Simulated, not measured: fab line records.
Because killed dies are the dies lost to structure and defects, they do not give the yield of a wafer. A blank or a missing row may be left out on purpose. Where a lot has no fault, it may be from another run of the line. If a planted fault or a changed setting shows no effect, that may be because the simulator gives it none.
A lot that was struck, set against a sound lot / flow n5Finfet / 19 steps out of a route of 1938
Sound: wafers L573.2, L573.4, L573.5. Struck: wafers L591.1, L591.2, L591.3. The cause is given at the end.
At each step with rows: each side's tool, then ch and its chambers, then its first start. Under that, the readings that differ: sound wafers / struck wafers / difference of the means / sigmas: that difference in standard deviations of wafers without a fault.
alike: same words and numbers on both sides, and readings whose means sit less than 2 such deviations apart. not compared: any withheld reading, any reading some wafer has no value for, any bound like >300 that may hide the same value, and any number with overlapping values for which the record gives no deviation.
The two part at a step that has a row with sigmas, a row that says differs or no value, or rows on one side only. Numbers that don't overlap but have no deviation are shown without sigmas and don't part them. Lack of a reading on every wafer of one side parts them only where that side has two or more wafers.

first, 8 steps without rows for these wafers: N5_BEOL_M9_CMP_52 (polishes, stops on SiCOH lowk, t overpolish 7 s, target thk 140 nm); N5_BEOL_M9_PRE_CLEAN_55 (time 15 s); N5_BEOL_M9_DEP_56 (deposits SiCN from 3MS/NH3, target thk 15 nm, time 26.5 s); N5_BEOL_M10_ILD_DEP_00 (deposits SiCOH lowk from DEMS/porogen, target thk 308.51 nm, time 58 s); N5_BEOL_M10_CURE_71 (cures SiCOH lowk, time 240 s); N5_BEOL_M10_PECVD_70 (deposits SiO2 from TEOS/O2, target thk 20 nm, time 22.7 s); N5_BEOL_M10_HM_DEP_02 (deposits TiN, target thk 20 nm); N5_BEOL_M10_COAT_59 (time 60 s, resist thk 100 nm).
N5_BEOL_M10_COAT_60: time 60 s, resist thk 30 nm.
  sound on lithoTrack-01 ch 0, day 11 10:49; struck on lithoTrack-01 ch 0, day 15 11:56
reading=spinSpeedRpm (rpm); sound=1499.6 1501.2 1500.7; struck=1371.2 1370.9 1371.5; difference=-129.3; sigmas=-99 or more
reading=model.SiARC_of_BEOL_M10_COAT_60.thkNm (nm); sound=30 30 30.2; struck=31.2 31.4 31.2; difference=+1.2; sigmas=
then, 7 steps without rows for these wafers: N5_BEOL_M10_COAT_05 (resist thk 90 nm); N5_BEOL_M10_EBR_07; N5_BEOL_M10_SOFTBAKE_06 (time 60 s); N5_BEOL_M10_EXPOSE_08 (exposes mask M10); N5_BEOL_M10_PEB_09 (peb time 60 s); N5_BEOL_M10_DEVELOP_10 (develop time 30 s); N5_BEOL_M10_DESCUM_16 (chemistry O2, time 7.9 s).
N5_BEOL_M10_ETCH_61: etches SiARC in CF4, target depth 39 nm, time 65 s.
  sound on rieDiel-03 ch 0,1,3, day 11 11:25; struck on rieDiel-01 ch 0,2,3, day 15 12:17
reading=model.etch.depthNm (nm); sound=30.08 30.05 30.15; struck=31.26 31.41 31.27; difference=+1.22; sigmas=
reading=model.CAR-ArF_of_BEOL_M10_COAT_05.thkNm (nm); sound=55.8 55.8 55.8; struck=54.4 54.4 54.6; difference=-1.3; sigmas=
  alike: cf4FlowSccm, drypumpMotorCurrentA, etchRfOnTimeS, oesProductAu, rfVppV, showerheadPlenumPTorr, throttleValvePct
  not compared: rfHoursCounterH
N5_BEOL_M10_ETCH_62: etches SOC in N2/H2, target depth 110 nm, overetch 22 nm, time 165 s.
  sound on rieDiel-03 ch 0,1,3, day 11 11:28; struck on rieDiel-01 ch 0,2,3, day 15 12:20
reading=model.SiARC_of_BEOL_M10_COAT_60.thkNm (nm); sound=23.2 23.2 23.2; struck=24.4 25 24.6; difference=+1.5; sigmas=
  alike: drypumpMotorCurrentA, oesProductAu, rfVppV, showerheadPlenumPTorr, throttleValvePct
  not compared: rfHoursCounterH
then, 1 step without rows for these wafers: N5_BEOL_M10_STRIP_68 (strips in N2/H2).

## WHERE THEY PART
Only at N5_BEOL_M10_COAT_60, as far as this record shows. Later steps at which nothing parts them and some readings are alike: N5_BEOL_M10_ETCH_61, N5_BEOL_M10_ETCH_62.

WHY: what had been put in by the simulator
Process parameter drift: lithoTrack-01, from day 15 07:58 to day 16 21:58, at N5_BEOL_M10_COAT_60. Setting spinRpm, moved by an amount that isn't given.
